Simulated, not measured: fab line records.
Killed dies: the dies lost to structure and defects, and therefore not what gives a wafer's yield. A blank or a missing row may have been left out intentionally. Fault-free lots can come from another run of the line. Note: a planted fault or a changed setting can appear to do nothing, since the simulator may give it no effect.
A lot that was struck, set against a sound lot | flow nand harc | 14 out of 1302 route steps
Sound: wafers L644.1, L644.3, L644.4. Struck: wafer L661.4. (L661.1, L661.5 of the same lot were not struck and are left out.) The cause comes at the end.
At each step with rows: each side's tool, then ch and its chambers, then its first start. Under that, the readings that differ: sound wafers | struck wafers | difference of the means | sigmas: that difference in standard deviations of wafers without a fault.
alike: same words and numbers on both sides, and readings whose means sit less than 2 such deviations apart. not compared: any withheld reading, any reading some wafer has no value for, any bound like >300 that may hide the same value, and any number with overlapping values for which the record gives no deviation.
The two part at a step that has a row with sigmas, a row that says differs or no value, or rows on one side only. When numbers do not overlap yet have no deviation, they are printed without sigmas and do not part them. Lack of a reading on every wafer of one side parts them only where that side has two or more wafers.

NHARC_P_BONDPAD_INSPECT_23:
  sound: defect inspect-02 at day 7 22:07; struck: defect inspect-02 at day 14 19:14
  reading          | sound       | struck | difference | sigmas
  raw defect count | 315 348 464 | 626    | +250       | +2
NHARC_P_BONDPAD_ACTIVATE_29: chemistry N2, time 60 s.
  sound on rie diel-10 ch 1,2,3, day 7 22:11; struck on rie diel-12 ch 2, day 14 19:17
  reading                | sound       | struck | difference | sigmas
  rf hours counter h (h) | 4.5 4.7 4.5 | 1.4    | -3.2       |
  alike: drypump motor current A, oes product au, rf vpp V, showerhead plenum p Torr
then, 2 steps without rows for these wafers: NHARC_P_BONDPAD_PRECLEAN_30 (cleans in DIW, time 300 s); NHARC_P_BONDPAD_SRD_31 (time 30 s, dry time 20 s).
NHARC_A_START_INSPECT_01:
  sound: defect inspect-02 at day 7 22:35; struck: defect inspect-02 at day 14 19:41
  alike: raw defect count
then, 6 steps without rows for these wafers: NHARC_A_ZERO_WELL_PRECLEAN_00 (cleans in SPM, time 600 s); NHARC_A_ZERO_WELL_SRD_01; NHARC_A_ZERO_WELL_DEHYDRATE_02 (time 120 s); NHARC_A_ZERO_WELL_HMDS_03 (time 30 s); NHARC_A_ZERO_WELL_COAT_18 (time 65 s); NHARC_A_ZERO_WELL_COAT_04 (resist thk 600 nm).
NHARC_A_ZERO_WELL_SOFTBAKE_05: time 70 s.
  sound on litho track-05 ch 0, day 7 22:00; struck on litho track-05 ch 0, day 14 20:00
  reading                  | sound             | struck | difference | sigmas
  heater power total W (W) | 202.7 202.7 201.0 | 233.6  | +31.5      | +24
next, for these wafers, 1 step has no rows: NHARC_A_ZERO_WELL_EBR_06.
NHARC_END_SORT_01:
  the record has rows for the sound wafers here (prober-01 ch 0, day 25 06:13) and none for the struck ones

== WHERE THEY PART ==
Last at NHARC_END_SORT_01 as far as this record goes, first at NHARC_P_BONDPAD_INSPECT_23.

WHY: what the simulator had put in
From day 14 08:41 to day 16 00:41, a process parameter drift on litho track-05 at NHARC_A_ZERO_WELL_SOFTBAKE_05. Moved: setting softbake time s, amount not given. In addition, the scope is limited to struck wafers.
